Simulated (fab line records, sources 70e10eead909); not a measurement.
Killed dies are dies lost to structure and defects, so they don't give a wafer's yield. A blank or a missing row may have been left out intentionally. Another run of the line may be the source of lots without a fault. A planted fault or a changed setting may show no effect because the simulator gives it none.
Which of the tools did it? || flow nandHarc || 12 lots (36 wafers sampled), 1 step of a 1159-step route

## WHAT EACH GAUGE READ, for each wafer
NHARC_P_STI_CD_MEAS_16.
{"lot": "L076", "measured": "day 2 20:58", "on": "cdSem-02", "cdNm (nm)": "200.2 200.0 203.7"}
{"lot": "L077", "measured": "day 3 05:42", "on": "cdSem-01", "cdNm (nm)": "200.1 200.7 199.7"}
{"lot": "L080", "measured": "day 3 21:34", "on": "cdSem-02", "cdNm (nm)": "197.9 198.2 198.6"}
{"lot": "L081", "measured": "day 4 05:22", "on": "cdSem-02", "cdNm (nm)": "199.8 200.7 200.8"}
{"lot": "L083", "measured": "day 4 17:35", "on": "cdSem-03", "cdNm (nm)": "200.1 201.6 201.4"}
{"lot": "L085", "measured": "day 5 05:35", "on": "cdSem-02", "cdNm (nm)": "198.1 199.6 194.7"}
{"lot": "L087", "measured": "day 5 18:27", "on": "cdSem-02", "cdNm (nm)": "199.2 198.8 200.0"}
{"lot": "L089", "measured": "day 6 07:35", "on": "cdSem-02", "cdNm (nm)": "198.5 197.6 199.0"}
{"lot": "L091", "measured": "day 6 20:47", "on": "cdSem-01", "cdNm (nm)": "199.5 198.7 198.5"}
{"lot": "L093", "measured": "day 7 05:40", "on": "cdSem-03", "cdNm (nm)": "201.2 201.3 201.6"}
{"lot": "L095", "measured": "day 7 18:29", "on": "cdSem-03", "cdNm (nm)": "202.5 204.9 201.9"}
{"lot": "L097", "measured": "day 8 02:37", "on": "cdSem-02", "cdNm (nm)": "198.6 197.4 197.7"}

## WHAT TOOL EACH LOT RAN ON (gives the tool, then ch and the chambers of the sampled wafers, and finally the start)
No process step before these readings appears in the record.

## THE ANSWER, worked out from the rows above alone
Rule: what is usual is taken from the lots themselves. The widest of any qualifying gaps counts: lots, ordered by their means at a reading, are off when they make up no more than a third of the lots, leave a main group of 4 or more, and stand apart from it by 3 or more times the standard deviation of that group's means. A main group whose means are all the same, to the digits that the tables above print for the reading, isn't used. A lot without any number at a reading at which 4 lots or more have one is off too. Any other lot the step has rows for is counted as sound.
No lot is off at any reading shown: from this, nothing can be told.

## WHAT THE SIMULATOR HAD INSERTED
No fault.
